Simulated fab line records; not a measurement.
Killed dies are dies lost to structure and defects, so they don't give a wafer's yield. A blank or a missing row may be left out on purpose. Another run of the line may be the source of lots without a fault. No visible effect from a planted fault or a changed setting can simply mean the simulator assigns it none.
fab line records ; flow n5Finfet ; part 2 of 2: steps 5 to 6 of 6
record lots=21; wafers=63; lastDay=19
route steps=1938 shown HKMG_FIN@458 GATE_CUT@498 MOL_CONTACT_COAG@529
lots that met no fault: from a run of the same line without faults
startH: hours from the record's opening day to when the first of the lot's shown wafers began ; waitH: time in hours since the lot's previous step ; " repeats the value in the row above ; L1.1+2: a single row standing in for several wafers ; - no value, or no start given ; * or withheld: withheld ; < > ~ a bound
route shown NAME@n: a module of which the file shows steps, and the number in the route of the first ; usual: mean and standard deviation over wafers with no fault ; same: alike in all rows ; chamber/n: place in a boat ; sites: readings site by site ; _std_site: how widely they spread, as a standard deviation ; _edge_site: mean of outer sites minus mean of inner sites ; radiusMm: how far each site lies from the wafer's centre ; mask NAME#n: copy n ; behind: tool/chamber where the wafer was last shaped ; hold: reason for holding the lot/hours on hold/outcome of the hold ; device: the transistor (n, p or np) that didn't switch ; end of line: the tests these same wafers got at the end of their route ; a step with no rows: only its recipe ; killed: not the wafer's yield, but the dies lost to structure and defects at the first sort ; map: a wafer's dies, x killed, . not, _ none there
set.NAME: the setting the step ran with; set.NAME@STEP: the setting that earlier step ran with ; model.NAME: the simulator's own value behind a step, which no gauge read
one table for each step of the route and one row for each wafer, over a sample of lots
services: a tool's chamber out of use, with start hour (startH, from the record's first day; less than 0 if before it), hours out, and reason
## steps
# step N5_MOL_CONTACT_COAG_ETCH_15
# recipe chemistry=CH3F/O2; target=SiNx; targetDepthA=70; maskMaterial=SOC; stopOn=Si:P; overEtchFrac=0.75; ionEnergyEv=120; pressureMtorr=30; sourceW=395; biasW=73; Ar_flow_sccm=150; CH3F_flow_sccm=30; O2_flow_sccm=20
# usual O2_flow_sccm=20.00/0.058; drypumpMotorCurrentA=5.6/0.48; oesProductAu=0.57/0.056; rfVppV=301/7.2; showerheadPlenumPTorr=2.02/0.073; throttleValvePct=16.35/0.25
lot.wafer;tool;chamber;startH;waitH;O2_flow_sccm;drypumpMotorCurrentA;oesProductAu;rfHoursCounterH;rfVppV;showerheadPlenumPTorr;throttleValvePct
L074.2;rieDiel-05;3;86.96;0.0;19.96;5.6;0.52;186;300;2.05;16.57
L074.3;rieDiel-05;2;86.96;0.0;19.98;5.2;0.49;255;290;1.87;16.32
L074.6;rieDiel-05;1;86.96;0.0;20.05;5.1;0.53;-;310;2.08;16.74
L077.1;rieDiel-05;0;107.22;0.0;19.95;6.5;0.57;139;294;1.92;16.31
L077.5;rieDiel-05;3;107.22;0.0;20.10;5.5;0.52;-;300;2.05;16.59
L077.6;rieDiel-05;1;107.22;0.0;19.99;5.1;0.52;-;309;2.07;16.76
L078.1;rieDiel-04;2;110.45;0.0;19.97;5.8;0.60;67;305;2.04;16.39
L078.3;rieDiel-04;3;110.45;0.0;19.94;5.8;0.58;130;298;1.92;16.49
L078.6;rieDiel-04;0;110.45;0.0;20.03;4.7;0.62;-;311;2.03;16.05
L079.3;rieDiel-04;3;119.17;0.0;20.02;5.8;0.58;134;297;1.92;16.49
L079.4;rieDiel-04;1;119.17;0.0;20.04;5.9;0.55;154;309;2.07;16.07
L079.6;rieDiel-04;3;119.17;0.0;19.93;5.8;0.58;-;299;1.92;16.48
L080.3;rieDiel-04;2;123.31;0.0;20.02;5.8;0.60;72;305;2.03;16.41
L080.4;rieDiel-04;1;123.31;0.0;19.93;5.9;0.55;156;308;2.07;16.06
L080.5;rieDiel-04;1;123.31;0.0;19.88;5.9;0.55;-;309;2.07;16.06
L081.2;rieDiel-05;1;131.19;0.0;19.99;5.2;0.51;234;309;2.07;16.77
L081.4;rieDiel-05;0;131.19;0.0;19.99;6.4;0.56;152;295;1.92;16.35
L081.5;rieDiel-05;1;131.19;0.0;20.02;5.1;0.51;-;309;2.07;16.77
L082.1;rieDiel-04;1;138.65;0.0;20.04;5.9;0.55;160;309;2.07;16.09
L082.2;rieDiel-04;0;138.65;0.0;20.06;4.8;0.61;62;310;2.03;16.06
L082.5;rieDiel-04;2;138.65;0.0;19.99;5.8;0.60;-;304;2.03;16.40
L083.3;rieDiel-05;2;139.74;0.0;20.01;5.2;0.72;5;296;2.12;15.83
L083.5;rieDiel-05;0;139.74;0.0;20.04;6.4;0.55;-;294;1.92;16.33
L083.6;rieDiel-05;1;139.74;0.0;19.91;5.1;0.52;-;309;2.07;16.77
L085.3;rieDiel-06;3;155.30;0.0;19.95;6.0;0.58;113;293;2.09;16.41
L085.4;rieDiel-06;1;155.30;0.0;19.98;5.8;0.56;135;308;1.93;16.41
L085.5;rieDiel-06;0;155.30;0.0;19.99;5.8;0.68;-;289;2.13;16.28
L087.1;rieDiel-06;0;188.00;0.0;20.04;5.8;0.67;29;288;2.13;16.30
L087.2;rieDiel-06;2;188.00;0.0;20.08;4.9;0.50;242;304;1.96;16.05
L087.3;rieDiel-06;3;188.00;0.0;19.88;6.0;0.56;124;293;2.09;16.43
L086.3;rieDiel-05;0;193.74;0.0;19.96;6.4;0.55;-;294;1.92;16.35
L086.4;rieDiel-05;3;193.74;0.0;20.07;5.6;0.51;-;299;2.04;16.64
L086.6;rieDiel-05;0;193.74;0.0;19.94;6.4;0.55;-;294;1.92;16.34
L088.1;rieDiel-06;1;194.04;0.0;19.97;5.8;0.56;146;307;1.93;16.43
L088.4;rieDiel-06;3;194.04;0.0;20.03;6.0;0.57;125;294;2.09;16.42
L088.6;rieDiel-06;3;194.04;0.0;19.97;6.1;0.57;-;294;2.09;16.42
L089.1;rieDiel-04;0;195.32;0.0;19.85;4.8;0.60;82;309;2.02;16.11
L089.2;rieDiel-04;3;195.32;0.0;20.11;5.8;0.56;160;298;1.91;16.53
L089.3;rieDiel-04;1;195.32;0.0;20.05;5.9;0.54;180;310;2.06;16.10
L090.3;rieDiel-04;0;195.72;0.0;19.90;4.8;0.60;82;311;2.02;16.10
L090.4;rieDiel-04;3;195.72;0.0;20.09;5.8;0.56;160;295;1.91;16.51
L090.6;rieDiel-04;0;195.72;0.0;19.93;4.8;0.60;-;310;2.02;16.10
L093.1;rieDiel-05;3;223.40;0.0;20.03;5.5;0.51;242;300;2.04;16.67
L093.5;rieDiel-05;0;223.40;0.0;20.08;6.4;0.54;-;293;1.91;16.36
L093.6;rieDiel-05;1;223.40;0.0;19.98;5.2;0.68;-;308;2.06;16.39
L091.2;rieDiel-04;3;225.34;0.0;19.98;5.8;0.55;171;294;1.91;16.54
L091.4;rieDiel-04;0;225.34;0.0;20.07;4.7;0.59;-;310;2.02;16.13
L091.6;rieDiel-04;3;225.34;0.0;19.98;5.7;0.56;-;297;1.91;16.53
L094.2;rieDiel-06;3;229.07;0.0;20.03;6.0;0.55;141;295;2.09;16.47
L094.3;rieDiel-06;0;229.07;0.0;19.97;5.8;0.64;47;287;2.12;16.34
L094.6;rieDiel-06;1;229.07;0.0;19.95;5.8;0.56;-;307;1.92;16.45
L095.2;rieDiel-06;2;230.90;0.0;20.04;4.9;0.74;0;304;1.96;15.63
L095.3;rieDiel-06;1;230.90;0.0;19.91;5.8;0.55;157;307;1.92;16.44
L095.4;rieDiel-06;0;230.90;0.0;19.98;5.8;0.65;48;289;2.12;16.34
L092.4;rieDiel-04;0;233.06;0.0;20.00;4.7;0.59;-;311;2.02;16.15
L092.5;rieDiel-04;3;233.06;0.0;19.98;5.7;0.54;-;297;1.91;16.56
L092.6;rieDiel-04;1;233.06;0.0;19.93;5.9;0.53;-;309;2.06;16.13
L096.1;rieDiel-05;0;233.86;0.0;19.98;6.4;0.54;186;293;1.91;16.39
L096.3;rieDiel-05;3;233.86;0.0;20.00;5.5;0.50;247;299;2.04;16.69
L096.5;rieDiel-05;3;233.86;0.0;19.98;5.5;0.50;-;300;2.03;16.67
L097.1;rieDiel-06;0;239.13;0.0;20.02;5.8;0.64;52;288;2.12;16.35
L097.2;rieDiel-06;1;239.13;0.0;20.07;5.8;0.54;160;307;1.92;16.46
L097.3;rieDiel-06;2;239.13;0.0;19.93;5.0;0.73;3;304;1.96;15.62
# step N5_MOL_CONTACT_COAG_CO_FILL_22
# recipe material=Co; targetThkA=200; tempC=200; precursor=CCTBA/H2; pressureTorr=30
# usual heaterPowerOuterW=130/11; heaterPowerW=238/19
lot.wafer;tool;chamber;startH;waitH;heaterPowerOuterW;heaterPowerW
L074.2;cvdCo-02;1;89.82;0.1;149;267
L074.3;cvdCo-02;0;89.82;0.1;118;236
L074.6;cvdCo-02;1;89.82;0.1;146;265
L077.1;cvdCo-02;1;110.40;0.1;149;274
L077.5;cvdCo-02;2;110.40;0.1;137;242
L077.6;cvdCo-02;0;110.40;0.1;121;237
L078.1;cvdCo-02;2;114.37;0.1;136;243
L078.3;cvdCo-02;0;114.37;0.1;122;242
L078.6;cvdCo-02;1;114.37;0.1;149;273
L079.3;cvdCo-01;0;121.57;0.4;117;218
L079.4;cvdCo-01;2;121.57;0.4;124;221
L079.6;cvdCo-01;2;121.57;0.4;123;214
L080.3;cvdCo-01;0;129.14;0.4;119;222
L080.4;cvdCo-01;2;129.14;0.4;122;224
L080.5;cvdCo-01;2;129.14;0.4;119;222
L081.2;cvdCo-01;0;135.54;0.1;120;220
L081.4;cvdCo-01;0;135.54;0.1;120;228
L081.5;cvdCo-01;0;135.54;0.1;116;220
L082.1;cvdCo-02;0;140.36;0.1;118;233
L082.2;cvdCo-02;2;140.36;0.1;138;249
L082.5;cvdCo-02;1;140.36;0.1;147;276
L083.3;cvdCo-01;1;141.98;0.1;128;212
L083.5;cvdCo-01;0;141.98;0.1;119;228
L083.6;cvdCo-01;1;141.98;0.1;125;221
L085.3;cvdCo-02;2;157.52;0.1;140;246
L085.4;cvdCo-02;1;157.52;0.1;150;268
L085.5;cvdCo-02;0;157.52;0.1;121;236
L087.1;cvdCo-02;1;192.63;0.1;147;270
L087.2;cvdCo-02;2;192.63;0.1;138;245
L087.3;cvdCo-02;0;192.63;0.1;123;238
L086.3;cvdCo-02;2;197.70;0.1;137;248
L086.4;cvdCo-02;0;197.70;0.1;122;234
L086.6;cvdCo-02;2;197.70;0.1;136;251
L088.1;cvdCo-01;1;198.14;0.1;125;216
L088.4;cvdCo-01;2;198.14;0.1;123;224
L088.6;cvdCo-01;1;198.14;0.1;125;218
L089.1;cvdCo-02;2;198.66;0.2;138;248
L089.2;cvdCo-02;1;198.66;0.2;147;272
L089.3;cvdCo-02;0;198.66;0.2;119;234
L090.3;cvdCo-01;0;199.12;0.2;119;227
L090.4;cvdCo-01;0;199.12;0.2;121;224
L090.6;cvdCo-01;1;199.12;0.2;121;221
L093.1;cvdCo-01;1;225.32;0.1;124;221
L093.5;cvdCo-01;2;225.32;0.1;122;221
L093.6;cvdCo-01;0;225.32;0.1;125;226
L091.2;cvdCo-01;1;227.90;0.1;126;217
L091.4;cvdCo-01;2;227.90;0.1;120;222
L091.6;cvdCo-01;1;227.90;0.1;125;222
L094.2;cvdCo-02;0;230.86;0.1;121;242
L094.3;cvdCo-02;2;230.86;0.1;140;244
L094.6;cvdCo-02;1;230.86;0.1;150;277
L095.2;cvdCo-01;1;232.49;0.1;126;216
L095.3;cvdCo-01;2;232.49;0.1;122;226
L095.4;cvdCo-01;2;232.49;0.1;125;218
L092.4;cvdCo-02;0;234.87;0.4;125;231
L092.5;cvdCo-02;1;234.87;0.4;149;270
L092.6;cvdCo-02;2;234.87;0.4;138;248
L096.1;cvdCo-02;0;235.45;0.1;122;237
L096.3;cvdCo-02;2;235.45;0.1;137;250
L096.5;cvdCo-02;0;235.45;0.1;123;242
L097.1;cvdCo-02;0;242.27;0.1;121;232
L097.2;cvdCo-02;1;242.27;0.1;149;273
L097.3;cvdCo-02;2;242.27;0.1;134;243
## services
tool;chamber;startH;hours;kind
rieDiel-03;1;55.48;3.0;repair
cvdCo-02;-;70.86;0.6;repair
rieDiel-04;1;72.66;7.5;repair
rieDiel-01;1;74.60;31.8;repair
rieDiel-05;2;89.97;4.8;repair
cvdCo-02;0;102.01;5.2;repair
rieDiel-04;1;106.99;5.1;repair
cvdW-02;-;115.56;0.7;repair
cvdW-02;0;123.43;7.9;repair
cvdW-01;-;142.48;6.0;pm
rieDiel-05;0;147.50;7.9;repair
cvdW-01;-;152.24;0.8;repair
rieDiel-04;2;158.73;9.8;repair
cvdW-02;-;161.15;3.8;pm
rieDiel-03;2;170.50;10.6;repair
rieDiel-05;2;186.93;18.4;repair
rieDiel-06;1;194.90;14.0;repair
cvdW-02;-;203.18;0.7;repair
cvdCo-02;1;205.20;2.7;repair
cvdCo-02;-;212.92;3.2;repair
rieDiel-01;3;216.72;5.4;repair
rieDiel-04;2;221.50;5.6;repair
cvdCo-02;-;223.41;0.7;repair
rieDiel-04;2;227.60;7.5;repair
